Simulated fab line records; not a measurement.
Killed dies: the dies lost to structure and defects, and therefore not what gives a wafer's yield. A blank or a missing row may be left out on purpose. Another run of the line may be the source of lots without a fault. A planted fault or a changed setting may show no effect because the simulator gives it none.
Matching of chambers | flow nand_harc | cmp-02 running NHARC_A_CHANNEL_FILL_D2_CMP_10: 4 sister chambers
The step polishes, target thk 150 nm. 20 wafers are shown with their chamber, then 10 later ones without.

== WAFERS WITH THEIR CHAMBER ==
wafer  | chamber | motor_current_A (A) | time_to_endpoint_s (s)
L074.2 | 3       | 10.3                | 12.4
L074.3 | 1       | 11.3                | 14.4
L074.6 | 2       | 13.4                | 14.2
L077.4 | 2       | 14.3                | 11.7
L077.5 | 2       | 14.5                | 13.8
L077.6 | 1       | 11.0                | 12.3
L082.1 | 1       | 11.6                | 17.4
L082.2 | 3       | 10.9                | 12.7
L082.5 | 0       | 12.0                | 15.2
L084.2 | 3       | 10.6                | 15.2
L084.4 | 2       | 13.2                | 12.5
L084.6 | 0       | 12.1                | 15.5
L087.3 | 3       | 10.9                | 16.1
L087.4 | 1       | 11.0                | 15.7
L087.6 | 3       | 10.4                | 13.6
L088.3 | 1       | 11.0                | 16.5
L088.4 | 3       | 10.8                | 15.2
L088.6 | 0       | 13.1                | 18.0
L093.4 | 3       | 10.6                | 15.1
L093.5 | 0       | 12.6                | 13.0

SIGNATURES, as means of the wafers listed above
reading            | chamber 0 | chamber 1 | chamber 2 | chamber 3 | scatter within a chamber
motor_current_A    | 12.450    | 11.180    | 13.850    | 10.643    | 0.407
time_to_endpoint_s | 15.425    | 15.260    | 13.050    | 14.329    | 1.67
Rule: for each reading, subtract the chamber's mean from the wafer's reading, divide by that reading's scatter and square the result; add these up over the readings and take the root, which gives the wafer's distance from the chamber. The wafer belongs to the nearest chamber; if the next one is less than 2 further off, it can't be placed. How the scatter is found: for the shown wafers, subtract from each reading the mean of its chamber, square and add these, divide the total by (wafers less chambers), then take the root.

== WAFERS WITHOUT THEIR CHAMBER ==
wafer  | motor_current_A (A) | time_to_endpoint_s (s)
L093.6 | 11.4                | 16.1
L092.4 | 14.9                | 16.1
L092.5 | 12.3                | 13.8
L092.6 | 10.6                | 14.7
L094.1 | 14.2                | 16.0
L094.2 | 10.8                | 15.8
L094.4 | 12.2                | 14.2
L097.1 | 12.0                | 14.6
L097.2 | 10.2                | 16.1
L097.5 | 12.6                | 13.5

== CHAMBER TAKEN BY EACH ==
wafer  | from the rows above          | in truth
L093.6 | can't be placed: 1 or 3 or 0 | 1
L092.4 | 2                            | 2
L092.5 | can't be placed: 0 or 1      | 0
L092.6 | can't be placed: 3 or 1      | 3
L094.1 | 2                            | 2
L094.2 | can't be placed: 3 or 1      | 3
L094.4 | can't be placed: 0 or 1      | 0
L097.1 | can't be placed: 0 or 1      | 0
L097.2 | can't be placed: 3 or 1      | 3
L097.5 | can't be placed: 0 or 2      | 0
2 of 10 placed correctly. Unplaceable from these rows: 8, with the true chamber sitting among the candidates in 8. Placed wrongly: 0.
